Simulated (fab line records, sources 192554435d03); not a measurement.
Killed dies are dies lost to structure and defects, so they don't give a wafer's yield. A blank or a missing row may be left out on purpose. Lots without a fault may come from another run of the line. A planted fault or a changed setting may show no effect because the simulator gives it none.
Which tool did it? | flow n5_finfet | 24 lots, 72 wafers sampled, at 4 steps of a route of 1938

WHAT THE GAUGES READ, wafer by wafer
N5_HKMG_FIN_INSPECT_14: inspects for defects (macro).
lot  | measured     | on                | raw_defect_count
L074 | day 4 02:11  | defect_inspect-02 | 0 3 1
L075 | day 4 09:18  | defect_inspect-02 | 2 1 1
L076 | day 4 13:50  | defect_inspect-02 | 4 2 2
L077 | day 4 19:30  | defect_inspect-01 | 0 1 2
L078 | day 5 06:44  | defect_inspect-01 | 3 0 0
L079 | day 5 14:19  | defect_inspect-01 | 0 2 1
L080 | day 5 16:35  | defect_inspect-02 | 2 3 2
L081 | day 6 01:53  | defect_inspect-02 | 1 4 1
L082 | day 6 06:33  | defect_inspect-02 | 6 2 2
L083 | day 6 08:52  | defect_inspect-02 | 3 0 3
L084 | day 6 18:32  | defect_inspect-02 | 3 3 2
L085 | day 6 21:35  | defect_inspect-02 | 4 4 4
L086 | day 7 06:05  | defect_inspect-02 | 0 4 0
L087 | day 7 09:29  | defect_inspect-02 | 4 1 2
L088 | day 7 15:27  | defect_inspect-02 | 1 5 3
L089 | day 7 21:31  | defect_inspect-01 | 2 1 1
L090 | day 8 03:52  | defect_inspect-01 | 4 2 1
L091 | day 8 09:20  | defect_inspect-02 | 3 0 1
L092 | day 8 16:19  | defect_inspect-01 | 4 3 3
L093 | day 8 23:33  | defect_inspect-01 | 4 0 3
L094 | day 9 04:23  | defect_inspect-01 | 3 1 2
L095 | day 9 10:19  | defect_inspect-01 | 1 1 3
L096 | day 9 17:02  | defect_inspect-01 | 1 3 4
L097 | day 10 00:08 | defect_inspect-02 | 3 3 1

WHICH TOOL RAN EACH LOT (tool, then ch and the chambers of the sampled wafers, then the start)
lot  | N5_HKMG_FIN_HK_ALD_01           | N5_HKMG_FIN_ETCH_58               | N5_HKMG_FIN_ALD_79
L074 | ald_hk-02 ch 0,2,3, day 3 22:02 | rie_diel-06 ch 0,1,2, day 3 23:16 | ald_metal-02 ch 0,1,3, day 4 00:19
L075 | ald_hk-02 ch 0,1,2, day 4 04:57 | rie_diel-04 ch 1,3, day 4 06:17   | ald_metal-03 ch 0,1,3, day 4 07:20
L076 | ald_hk-01 ch 0,1, day 4 09:42   | rie_diel-04 ch 0,1,3, day 4 10:54 | ald_metal-02 ch 0,1, day 4 11:58
L077 | ald_hk-02 ch 0,1,3, day 4 15:05 | rie_diel-03 ch 0,1,3, day 4 16:25 | ald_metal-03 ch 0,1,2, day 4 17:29
L078 | ald_hk-01 ch 0,2,3, day 5 02:28 | rie_diel-04 ch 0,3, day 5 03:49   | ald_metal-03 ch 0,1,2, day 5 04:53
L079 | ald_hk-02 ch 0,2, day 5 09:42   | rie_diel-06 ch 1,3, day 5 11:16   | ald_metal-03 ch 0,1,3, day 5 12:20
L080 | ald_hk-02 ch 0,1,3, day 5 12:10 | rie_diel-06 ch 0,2,3, day 5 13:25 | ald_metal-03 ch 2,3, day 5 14:28
L081 | ald_hk-03 ch 0,2,3, day 5 21:37 | rie_diel-04 ch 0,1,3, day 5 22:58 | ald_metal-02 ch 0,1,3, day 6 00:02
L082 | ald_hk-01 ch 0,3, day 6 02:16   | rie_diel-04 ch 0,3, day 6 03:31   | ald_metal-03 ch 0,2, day 6 04:35
L083 | ald_hk-03 ch 1,2,3, day 6 04:23 | rie_diel-04 ch 2,3, day 6 05:45   | ald_metal-01 ch 1,2,3, day 6 06:49
L084 | ald_hk-02 ch 1,2, day 6 13:53   | rie_diel-04 ch 1,2,3, day 6 15:25 | ald_metal-02 ch 1,2,3, day 6 16:32
L085 | ald_hk-01 ch 1,3, day 6 17:05   | rie_diel-06 ch 0,2, day 6 18:32   | ald_metal-02 ch 0,2,3, day 6 19:37
L086 | ald_hk-02 ch 0,1,2, day 7 01:34 | rie_diel-04 ch 0,2,3, day 7 02:55 | ald_metal-02 ch 0,1,2, day 7 03:59
L087 | ald_hk-03 ch 0,1,2, day 7 04:55 | rie_diel-03 ch 0,1,3, day 7 06:16 | ald_metal-02 ch 0,2,3, day 7 07:31
L088 | ald_hk-02 ch 0,2,3, day 7 10:51 | rie_diel-04 ch 1,2, day 7 12:14   | ald_metal-01 ch 0,1,3, day 7 13:23
L089 | ald_hk-03 ch 0,1,2, day 7 16:46 | rie_diel-06 ch 1,2,3, day 7 18:27 | ald_metal-01 ch 1,2,3, day 7 19:32
L090 | ald_hk-02 ch 1,2,3, day 7 23:01 | rie_diel-04 ch 1,2,3, day 8 00:44 | ald_metal-01 ch 0,2,3, day 8 01:49
L091 | ald_hk-03 ch 0,3, day 8 04:56   | rie_diel-03 ch 1,2,3, day 8 06:17 | ald_metal-03 ch 0,3, day 8 07:20
L092 | ald_hk-01 ch 0,3, day 8 12:02   | rie_diel-03 ch 0,1,2, day 8 13:14 | ald_metal-01 ch 2,3, day 8 14:25
L093 | ald_hk-01 ch 0,1,3, day 8 19:01 | rie_diel-06 ch 0,1,3, day 8 20:30 | ald_metal-01 ch 0,3, day 8 21:35
L094 | ald_hk-03 ch 0,1,3, day 8 23:50 | rie_diel-03 ch 0,1, day 9 01:28   | ald_metal-02 ch 1,2,3, day 9 02:32
L095 | ald_hk-01 ch 0,1,3, day 9 05:43 | rie_diel-06 ch 2,3, day 9 07:00   | ald_metal-01 ch 0,2, day 9 08:11
L096 | ald_hk-01 ch 1,3, day 9 12:10   | rie_diel-06 ch 0,2,3, day 9 13:41 | ald_metal-01 ch 1,2,3, day 9 14:45
L097 | ald_hk-02 ch 0,1,2, day 9 20:01 | rie_diel-04 ch 2,3, day 9 21:14   | ald_metal-03 ch 0,2, day 9 22:18
- N5_HKMG_FIN_HK_ALD_01: deposits HfO2, target thk 1.6 nm, pulse time 3 s, purge time 3 s.
- N5_HKMG_FIN_ETCH_58: etches SOC in N2/H2, target depth 215.8 nm, time 741 s.
- N5_HKMG_FIN_ALD_79: deposits TiN, target thk 1.5 nm, pulse time 1 s, purge time 3 s.

WHAT THE TOOLS THEMSELVES READ (means of the sampled wafers that have a number; where no wafer has one, the mark that the record gives instead)
N5_HKMG_FIN_HK_ALD_01.
lot  | tool      | precursor_pulse_height_rel
L074 | ald_hk-02 | 0.974
L075 | ald_hk-02 | 1.025
L076 | ald_hk-01 | 1.012
L077 | ald_hk-02 | 0.974
L078 | ald_hk-01 | 1.003
L079 | ald_hk-02 | 1.024
L080 | ald_hk-02 | 1.021
L081 | ald_hk-03 | 1.008
L082 | ald_hk-01 | 1.012
L083 | ald_hk-03 | 1.025
L084 | ald_hk-02 | 1.004
L085 | ald_hk-01 | 1.009
L086 | ald_hk-02 | 0.998
L087 | ald_hk-03 | 0.986
L088 | ald_hk-02 | 1.005
L089 | ald_hk-03 | 1.011
L090 | ald_hk-02 | 0.994
L091 | ald_hk-03 | 0.993
L092 | ald_hk-01 | 1.003
L093 | ald_hk-01 | 0.993
L094 | ald_hk-03 | 1.011
L095 | ald_hk-01 | 0.977
L096 | ald_hk-01 | 1.009
L097 | ald_hk-02 | 0.993

N5_HKMG_FIN_ETCH_58.
lot  | tool        | drypump_motor_current_A (A) | oes_product_au (a.u.) | rf_vpp_V (V) | showerhead_plenum_p_Torr (Torr) | throttle_valve_pct (%)
L074 | rie_diel-06 | 5.2                         | 0.83                  | 98.7         | 2.48                            | 17.87
L075 | rie_diel-04 | 5.8                         | 0.93                  | 98.3         | 2.48                            | 17.70
L076 | rie_diel-04 | 5.8                         | 0.88                  | 99.4         | 2.47                            | 17.69
L077 | rie_diel-03 | 6.0                         | 0.78                  | 98.4         | 2.47                            | 17.94
L078 | rie_diel-04 | 5.6                         | 0.87                  | 99.8         | 2.46                            | 17.81
L079 | rie_diel-06 | 5.4                         | 0.80                  | 99.2         | 2.49                            | 17.88
L080 | rie_diel-06 | 5.8                         | 0.77                  | 99.3         | 2.47                            | 18.00
L081 | rie_diel-04 | 5.8                         | 0.86                  | 98.5         | 2.47                            | 17.71
L082 | rie_diel-04 | 5.6                         | 0.85                  | 97.4         | 2.46                            | 17.83
L083 | rie_diel-04 | 5.7                         | 0.83                  | 98.2         | 2.49                            | 17.91
L084 | rie_diel-04 | 5.9                         | 0.84                  | 97.8         | 2.49                            | 17.80
L085 | rie_diel-06 | 5.3                         | 0.81                  | 97.9         | 2.47                            | 17.92
L086 | rie_diel-04 | 5.7                         | 0.77                  | 98.5         | 2.48                            | 17.91
L087 | rie_diel-03 | 6.0                         | 0.85                  | 99.2         | 2.57                            | 17.80
L088 | rie_diel-04 | 6.0                         | 0.82                  | 98.6         | 2.50                            | 17.70
L089 | rie_diel-06 | 5.6                         | 0.84                  | 98.5         | 2.46                            | 17.89
L090 | rie_diel-04 | 5.8                         | 0.81                  | 99.2         | 2.49                            | 17.81
L091 | rie_diel-03 | 6.0                         | 0.84                  | 98.3         | 2.54                            | 17.72
L092 | rie_diel-03 | 5.5                         | 0.83                  | 98.9         | 2.51                            | 17.87
L093 | rie_diel-06 | 5.6                         | 0.86                  | 98.8         | 2.48                            | 17.79
L094 | rie_diel-03 | 6.1                         | 0.75                  | 99.0         | 2.48                            | 18.12
L095 | rie_diel-06 | 6.3                         | 0.85                  | 97.7         | 2.47                            | 17.86
L096 | rie_diel-06 | 5.8                         | 0.81                  | 98.5         | 2.46                            | 17.93
L097 | rie_diel-04 | 5.7                         | 0.79                  | 98.9         | 2.47                            | 17.96

N5_HKMG_FIN_ALD_79.
lot  | tool         | heater_power_w (W) | precursor_pulse_height_rel
L074 | ald_metal-02 | 887                | 1.002
L075 | ald_metal-03 | 830                | 1.009
L076 | ald_metal-02 | 856                | 0.992
L077 | ald_metal-03 | 866                | 1.022
L078 | ald_metal-03 | 874                | 1.010
L079 | ald_metal-03 | 827                | 0.997
L080 | ald_metal-03 | 749                | 0.984
L081 | ald_metal-02 | 900                | 1.020
L082 | ald_metal-03 | 838                | 1.001
L083 | ald_metal-01 | 989                | 1.017
L084 | ald_metal-02 | 815                | 0.987
L085 | ald_metal-02 | 900                | 1.016
L086 | ald_metal-02 | 852                | 1.006
L087 | ald_metal-02 | 873                | 0.993
L088 | ald_metal-01 | 883                | 0.995
L089 | ald_metal-01 | 989                | 0.993
L090 | ald_metal-01 | 908                | 1.010
L091 | ald_metal-03 | 800                | 0.996
L092 | ald_metal-01 | 969                | 0.990
L093 | ald_metal-01 | 866                | 1.006
L094 | ald_metal-02 | 821                | 0.985
L095 | ald_metal-01 | 855                | 0.980
L096 | ald_metal-01 | 989                | 1.008
L097 | ald_metal-03 | 832                | 0.983

THE ANSWER, worked out from the rows above alone
Rule: what is usual is taken from the lots themselves. Put in order of their means at a reading, lots are off if they are a third of the lots or fewer, leave a main group of 4 or more, and stand apart from it by a gap of 3 or more times the standard deviation of the main group's means; of several such gaps the widest counts. A main group whose means are all the same, to the digits that the tables above print for the reading, isn't used. A lot without any number at a reading at which 4 lots or more have one is off too. The other lots that the step has rows for count as sound. The gauges are gone through in route order, then the tools' own readings, and for those a lot's mean is taken as printed above. The first step at which some lot is off is used, and at that step the reading that is off furthest; a lot without a number counts as furthest.
No lot is off at any reading shown: from this, nothing can be told.

WHAT THE SIMULATOR HAD PUT IN
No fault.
